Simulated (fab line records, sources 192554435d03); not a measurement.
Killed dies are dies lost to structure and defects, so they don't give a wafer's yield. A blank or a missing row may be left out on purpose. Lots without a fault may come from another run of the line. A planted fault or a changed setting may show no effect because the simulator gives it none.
A struck lot beside a sound one | flow n5_finfet | 15 steps out of a route of 1938
Sound: wafers L587.2, L587.4, L587.6. Struck: wafers L592.3, L592.4, L592.5. The cause comes at the end.
At each step with rows: each side's tool, then ch and its chambers, then its first start. Under that, the readings that differ: sound wafers | struck wafers | difference of the means | sigmas: that difference in standard deviations of wafers without a fault.
alike: readings whose means differ by less than 2 such deviations, and words and numbers that are the same on both sides. not compared: withheld readings, readings that some wafer has no value for, bounds like >300 that may hide the same value, and numbers for which the record gives no deviation and whose values overlap.
The two part at a step that has a row with sigmas, a row that says differs or no value, or rows on one side only. Numbers that don't overlap but have no deviation are shown without sigmas and don't part them. A reading that every wafer of one side lacks parts them only if that side has two wafers or more.

N5_BEOL_M4_SPUTTER_92: material Cu, target thk 4.5 nm, time 8.29 s.
  sound on pvd_sputter-01, day 10 01:25; struck on pvd_sputter-01, day 11 15:00
  alike: throttle_valve_pct
then, 1 step without rows for these wafers: N5_BEOL_M4_ANNEAL_93 (time 240 s).
N5_BEOL_M4_SPUTTER_94: material Cu, target thk 4.5 nm, time 8.29 s.
  sound on pvd_sputter-01, day 10 01:38; struck on pvd_sputter-01, day 11 15:13
  alike: throttle_valve_pct
then, 1 step without rows for these wafers: N5_BEOL_M4_ANNEAL_95 (time 240 s).
N5_BEOL_M4_SPUTTER_96: material Cu, target thk 4.5 nm, time 8.29 s.
  sound on pvd_sputter-01, day 10 01:51; struck on pvd_sputter-01, day 11 15:26
  alike: throttle_valve_pct
then, 3 steps without rows for these wafers: N5_BEOL_M4_ECD_50 (material Cu, target thk 300 nm); N5_BEOL_M4_ANNEAL_51 (time 90 s); N5_BEOL_M4_CMP_52 (polishes, stops on SiOC, t overpolish 6.8 s, target thk 40 nm).
N5_BEOL_M4_THK_MEAS_53: measures by xrf.
  sound on film_metro-02, day 10 02:38; struck on film_metro-02, day 11 16:36
  alike: M4_THK
N5_BEOL_M4_PRE_CLEAN_60: time 15 s.
  sound on cvd_co-01 ch 0,1,2, day 10 02:41; struck on cvd_co-02 ch 0,1, day 11 16:44
  alike: heater_power_w
N5_BEOL_M4_CO_CAP_55: material Co, precursor CCTBA/H2, target thk 2 nm, time 102.1 s.
  sound on cvd_co-01 ch 0,1,2, day 10 02:43; struck on cvd_co-02 ch 0,1, day 11 16:46
  alike: heater_power_w
then, 1 step without rows for these wafers: N5_BEOL_M4_PRE_CLEAN_56 (time 15 s).
N5_BEOL_M4_DEP_57: deposits SiCN from 3MS/NH3, target thk 8 nm, time 14 s.
  sound on pecvd-01 ch 0,1, day 10 02:50; struck on pecvd-01 ch 0,1,2, day 11 16:53
  no value came back on the struck wafers for any of 5 readings (chamber_pressure_Torr (Torr), rf_fwd_power_W (W) and others); on the sound wafers chamber_pressure_Torr (Torr) reads 3.006 2.995 2.998
N5_BEOL_M4_RC_MEAS_101:
  the record has rows for the sound wafers here (prober-01 ch 0, day 10 03:08) and none for the struck ones
-- the record jumps here: 4 days lie between the struck wafers' starts before and after (it left off in module BEOL_M4 and takes up again in module PASSIVATION, whose first step shown is number 1936 of the route) --
N5_PASSIVATION_PROBE_49:
  the record has rows for the struck wafers here (prober-02, day 16 00:38) and none for the sound ones

WHERE THEY PART
First at N5_BEOL_M4_DEP_57; last, within this record, at N5_PASSIVATION_PROBE_49.

WHY: what the simulator had put in
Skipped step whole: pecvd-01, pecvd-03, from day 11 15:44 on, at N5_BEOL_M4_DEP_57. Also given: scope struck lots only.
